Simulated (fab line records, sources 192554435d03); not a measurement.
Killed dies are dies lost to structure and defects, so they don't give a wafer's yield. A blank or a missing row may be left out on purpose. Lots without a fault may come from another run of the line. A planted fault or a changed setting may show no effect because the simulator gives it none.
Chamber matching | flow n5_finfet | N5_SD_EPI_P_ETCH_37 on rie_diel-02: 4 sister chambers
The step etches SOC in N2/H2, overetch 108 nm, time 486 s. 20 wafers are shown with their chamber, then 10 later ones without.

WAFERS WITH THEIR CHAMBER
wafer  | chamber | throttle_valve_pct (%) | showerhead_plenum_p_Torr (Torr) | oes_product_au (a.u.)
L075.1 | 0       | 23.89                  | 2.52                            | 0.68
L075.3 | 3       | 23.73                  | 2.52                            | 0.66
L075.5 | 3       | 23.74                  | 2.52                            | 0.67
L076.1 | 2       | 23.88                  | 2.65                            | 0.67
L076.4 | 1       | 24.26                  | 2.47                            | 0.73
L076.6 | 2       | 23.88                  | 2.65                            | 0.68
L077.2 | 3       | 23.74                  | 2.52                            | 0.65
L077.5 | 1       | 24.28                  | 2.47                            | 0.71
L077.6 | 0       | 23.90                  | 2.52                            | 0.68
L078.1 | 1       | 24.28                  | 2.47                            | 0.72
L078.2 | 2       | 23.89                  | 2.65                            | 0.67
L078.4 | 3       | 23.74                  | 2.52                            | 0.66
L082.1 | 2       | 23.90                  | 2.64                            | 0.67
L082.3 | 3       | 23.75                  | 2.51                            | 0.66
L082.6 | 3       | 23.76                  | 2.51                            | 0.65
L088.1 | 2       | 23.89                  | 2.64                            | 0.66
L088.2 | 0       | 23.91                  | 2.52                            | 0.67
L088.4 | 1       | 24.30                  | 2.46                            | 0.70
L089.2 | 1       | 24.32                  | 2.46                            | 0.70
L089.3 | 0       | 23.92                  | 2.51                            | 0.66

SIGNATURES (means of the wafers above)
reading                  | chamber 0 | chamber 1 | chamber 2 | chamber 3 | scatter within a chamber
throttle_valve_pct       | 23.9050   | 24.2880   | 23.8880   | 23.7433   | 0.0146
showerhead_plenum_p_Torr | 2.5175    | 2.4660    | 2.6460    | 2.5167    | 0.00529
oes_product_au           | 0.6725    | 0.7120    | 0.6700    | 0.6583    | 0.00948
Rule: a wafer's distance from a chamber is the root of the sum, over the readings, of the square of ((its reading less the chamber's mean) divided by the reading's scatter). The wafer belongs to the nearest chamber; if the next one is less than 2 further off, it can't be placed. The scatter: the root of (the sum of the squares of (reading less its chamber's mean) over the shown wafers, divided by (wafers less chambers)).

WAFERS WITHOUT THEIR CHAMBER
wafer  | throttle_valve_pct (%) | showerhead_plenum_p_Torr (Torr) | oes_product_au (a.u.)
L089.5 | 24.32                  | 2.46                            | 0.70
L092.1 | 23.92                  | 2.51                            | 0.66
L092.2 | 24.32                  | 2.45                            | 0.69
L092.5 | 24.31                  | 2.45                            | 0.70
L093.4 | 23.77                  | 2.51                            | 0.64
L093.5 | 24.32                  | 2.45                            | 0.69
L093.6 | 23.92                  | 2.51                            | 0.66
L097.1 | 23.77                  | 2.50                            | 0.64
L097.3 | 23.93                  | 2.63                            | 0.65
L097.5 | 24.32                  | 2.45                            | 0.69

WHICH CHAMBER EACH WENT THROUGH
wafer  | from the rows above | in truth
L089.5 | 1                   | 1
L092.1 | 0                   | 0
L092.2 | 1                   | 1
L092.5 | 1                   | 1
L093.4 | 3                   | 3
L093.5 | 1                   | 1
L093.6 | 0                   | 0
L097.1 | 3                   | 3
L097.3 | 2                   | 2
L097.5 | 1                   | 1
Placed correctly: 10 of 10. Can't be placed from these rows: 0. Placed wrongly: 0.
